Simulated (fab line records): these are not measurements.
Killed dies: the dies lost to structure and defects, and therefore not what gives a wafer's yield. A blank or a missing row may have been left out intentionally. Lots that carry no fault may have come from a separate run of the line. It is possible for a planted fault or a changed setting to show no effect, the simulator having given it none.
Which tool did it?    flow n5 finfet    27 wafers from 9 lots sampled at 5 of the route's 1938 steps

== WHAT EACH GAUGE READ, for each wafer ==
N5_START_INSPECT_01: inspects for defects (unpatterned scan).
lot   measured     on                 raw defect count
L874  day 1 12:02  defect inspect-01  6 7 11
L877  day 2 06:02  defect inspect-01  6 4 5
L878  day 2 12:02  defect inspect-02  4 5 13
L882  day 3 12:02  defect inspect-02  7 6 7
L883  day 3 18:02  defect inspect-02  6 2 4
L884  day 4 00:02  defect inspect-01  7 3 8
L886  day 4 12:02  defect inspect-01  4 9 9
L896  day 7 00:02  defect inspect-02  4 9 5
L897  day 7 06:02  defect inspect-02  8 8 10

N5_BEOL_M4_RC_MEAS_101.
lot   measured      on         CJ_N            DIBL_N (mV/V)   DIBL_P (mV/V)   IOFF_N (nA/um)     IOFF_P (nA/um)     ION_N (uA/um)  ION_P (uA/um)  RS_PWELL (ohm/sq)  SS_N (mV/dec)   SS_P (mV/dec)   VT_N (mV)          VT_P (mV)
L874  day 8 15:49   prober-02  4.42 4.36 4.30  38.6 36.6 37.1  36.2 34.8 34.5  0.178 0.144 0.149  0.225 0.207 0.197  683 665 679    463 460 463    3006 2967 3003     71.8 71.2 72.2  73.7 73.2 72.9  247.0 249.8 249.5  -252 -250 -252
L877  day 10 19:10  prober-02  4.18 4.23 4.29  34.9 35.4 36.6  33.9 32.9 34.1  0.131 0.129 0.145  0.212 0.198 0.216  674 664 668    468 456 469    3012 3005 2976     71.7 71.5 72.1  72.4 72.3 72.4  250.3 253.1 250.4  -247 -251 -247
L878  day 11 01:40  prober-02  4.33 4.40 4.37  36.6 37.0 36.9  38.9 39.9 39.0  0.186 0.209 0.191  0.239 0.253 0.232  683 693 682    467 470 470    2998 3031 3032     71.1 71.8 71.4  74.4 73.7 73.8  248.0 244.0 246.5  -248 -245 -248
L882  day 11 17:20  prober-02  5.15 5.00 5.18  35.6 35.6 35.2  36.0 36.5 35.2  0.147 0.147 0.143  0.205 0.210 0.194  678 667 679    465 458 464    2966 2972 2983     71.7 71.4 70.9  73.0 73.1 73.2  252.7 250.1 250.8  -252 -250 -252
L883  day 12 01:18  prober-02  4.97 5.01 4.90  37.6 37.7 37.8  37.1 36.4 37.2  0.174 0.159 0.172  0.229 0.214 0.227  679 672 676    463 460 468    2929 2925 2920     71.6 71.2 71.8  73.1 73.1 72.6  246.9 249.2 247.6  -248 -249 -252
L884  day 12 02:00  prober-01  4.95 5.03 5.05  34.6 38.0 37.0  35.7 39.0 37.6  0.138 0.193 0.164  0.203 0.261 0.230  666 682 663    463 465 458    2914 2924 2915     71.1 72.3 71.8  72.7 74.4 73.6  250.9 245.5 249.4  -250 -247 -251
L886  day 13 02:02  prober-02  4.43 4.47 4.41  37.5 38.3 36.6  36.6 38.0 36.3  0.181 0.198 0.161  0.252 0.271 0.251  674 677 673    459 466 465    3037 3009 3034     72.5 72.7 71.7  73.3 73.6 72.7  250.2 248.7 247.8  -246 -245 -245
L896  day 15 21:52  prober-02  4.17 4.25 4.12  36.5 34.9 34.3  36.1 33.7 34.0  0.189 0.157 0.154  0.268 0.225 0.230  692 680 686    478 474 477    2999 2993 2996     71.5 71.4 71.4  73.4 72.5 72.6  246.6 248.0 248.0  -241 -245 -246
L897  day 16 07:52  prober-02  4.18 4.22 4.25  38.1 37.7 39.2  38.1 36.9 38.9  0.181 0.170 0.206  0.251 0.233 0.258  678 691 690    468 469 463    2992 2991 2987     72.3 72.2 72.1  74.5 74.4 73.9  248.3 249.1 245.9  -249 -247 -249

== WHAT TOOL EACH LOT RAN ON (gives the tool, then ch and the chambers of the sampled wafers, and finally the start) ==
lot   N5_WELL_APT_IMPLANT_32          N5_PMOS_HMC_CHANNEL_EPI_HM_DEP_34  N5_PMOS_HMC_CHANNEL_EPI_DESCUM_14
L874  implanter-02 ch 0, day 1 15:34  pecvd-02 ch 0,2, day 1 16:55       rie diel-02 ch 1,3, day 1 18:49
L877  implanter-01 ch 0, day 2 09:19  pecvd-02 ch 1,2, day 2 10:43       rie diel-02 ch 0,2,3, day 2 11:06
L878  implanter-01 ch 0, day 2 15:13  pecvd-01 ch 1,2, day 2 16:43       rie diel-02 ch 0,1,2, day 2 17:13
L882  implanter-01 ch 0, day 3 15:20  pecvd-02 ch 1,2, day 3 16:44       rie diel-05 ch 0,1,2, day 3 17:05
L883  implanter-01 ch 0, day 3 22:38  pecvd-02 ch 0,1,2, day 4 00:02     rie diel-03 ch 0,3, day 4 00:32
L884  implanter-01 ch 0, day 4 03:18  pecvd-01 ch 0,2, day 4 04:48       rie diel-05 ch 1,2,3, day 4 05:19
L886  implanter-02 ch 0, day 4 15:38  pecvd-04 ch 0,2, day 4 17:12       rie diel-05 ch 0,1, day 4 17:42
L896  implanter-01 ch 0, day 7 03:28  pecvd-01 ch 0,1,2, day 7 04:53     rie diel-03 ch 0,1,2, day 7 05:22
L897  implanter-01 ch 0, day 7 09:45  pecvd-04 ch 0,1, day 7 11:17       rie diel-03 ch 0,1, day 7 11:47
- N5_WELL_APT_IMPLANT_32
- N5_PMOS_HMC_CHANNEL_EPI_HM_DEP_34: deposits SiO2 from TEOS/O2, target thk 36 nm, time 6.9 s.
- N5_PMOS_HMC_CHANNEL_EPI_DESCUM_14: chemistry O2, time 7.9 s.

== AS READ BY THE TOOLS THEMSELVES (means over the sampled wafers that have a number; for cases with no such wafer, the mark the record gives instead) ==
N5_WELL_APT_IMPLANT_32.
lot   tool          dose ions cm2  faraday current uA
L874  implanter-02  1.9990e+13     256
L877  implanter-01  1.9995e+13     255
L878  implanter-01  2.0008e+13     250
L882  implanter-01  2.7442e+13     347
L883  implanter-01  2.7424e+13     353
L884  implanter-01  2.7417e+13     352
L886  implanter-02  1.9990e+13     252
L896  implanter-01  1.9981e+13     252
L897  implanter-01  1.9998e+13     251

N5_PMOS_HMC_CHANNEL_EPI_HM_DEP_34.
lot   tool      heater power w (W)  rf fwd power W (W)  showerhead plenum p Torr (Torr)  throttle valve pct (%)
L874  pecvd-02  445                 887                 8.38                             19.0
L877  pecvd-02  525                 885                 8.33                             19.5
L878  pecvd-01  597                 878                 8.29                             18.1
L882  pecvd-02  539                 890                 8.33                             17.6
L883  pecvd-02  472                 888                 8.37                             17.8
L884  pecvd-01  710                 880                 8.29                             18.5
L886  pecvd-04  606                 883                 8.40                             18.0
L896  pecvd-01  561                 883                 8.29                             18.9
L897  pecvd-04  562                 884                 8.40                             20.2

N5_PMOS_HMC_CHANNEL_EPI_DESCUM_14.
lot   tool         bias power w (W)  drypump motor current A (A)  oes product au (a.u.)  rf fwd power W (W)  rf vpp V (V)  showerhead plenum p Torr (Torr)  throttle valve pct (%)
L874  rie diel-02  20.00             5.7                          0.79                   49.50               241.3         2.02                             20.51
L877  rie diel-02  19.97             5.6                          0.80                   49.53               243.0         2.08                             20.48
L878  rie diel-02  19.96             5.5                          0.81                   49.61               242.5         2.08                             20.59
L882  rie diel-05  19.97             5.8                          0.79                   49.43               242.9         2.10                             20.37
L883  rie diel-03  20.01             5.6                          0.78                   49.50               244.2         2.19                             20.47
L884  rie diel-05  20.00             6.0                          0.80                   49.57               243.2         2.10                             20.50
L886  rie diel-05  19.94             5.5                          0.87                   49.45               243.5         2.12                             20.20
L896  rie diel-03  19.99             5.8                          0.76                   49.37               242.6         2.09                             20.54
L897  rie diel-03  19.97             5.9                          0.80                   49.38               244.0         2.15                             20.49

== THE ANSWER, worked out from the rows above alone ==
Rule: usual is defined by the lots themselves. The widest of any qualifying gaps counts: lots, ordered by their means at a reading, are off when they make up no more than a third of the lots, leave a main group of 4 or more, and stand apart from it by 3 or more times the standard deviation of that group's means. A main group whose means are all the same, to the digits that the tables above print for the reading, isn't used. A lot without any number at a reading at which 4 lots or more have one is off too. Any other lot the step has rows for is counted as sound. First the gauges in route order, then the tools' own readings, where a lot's mean is used as printed above. At the first step where some lot is off, the reading lying furthest off is the one used; lots without a number count as furthest.
Off: at N5_BEOL_M4_RC_MEAS_101 (CJ_N), L882, L883, L884. For the main group the mean is 4.30 and the standard deviation 0.094.
If a tool, at a process step before that reading, ran all the lots that are off and no sound lot after the first of them, it fits. Not tried: the gauges at N5_BEOL_M4_RC_MEAS_101; whatever is off there is also off at N5_WELL_APT_IMPLANT_32, on other tools, and gauge error can't account for it. Not one of the candidates tried fits.

== WHAT THE SIMULATOR HAD PUT IN ==
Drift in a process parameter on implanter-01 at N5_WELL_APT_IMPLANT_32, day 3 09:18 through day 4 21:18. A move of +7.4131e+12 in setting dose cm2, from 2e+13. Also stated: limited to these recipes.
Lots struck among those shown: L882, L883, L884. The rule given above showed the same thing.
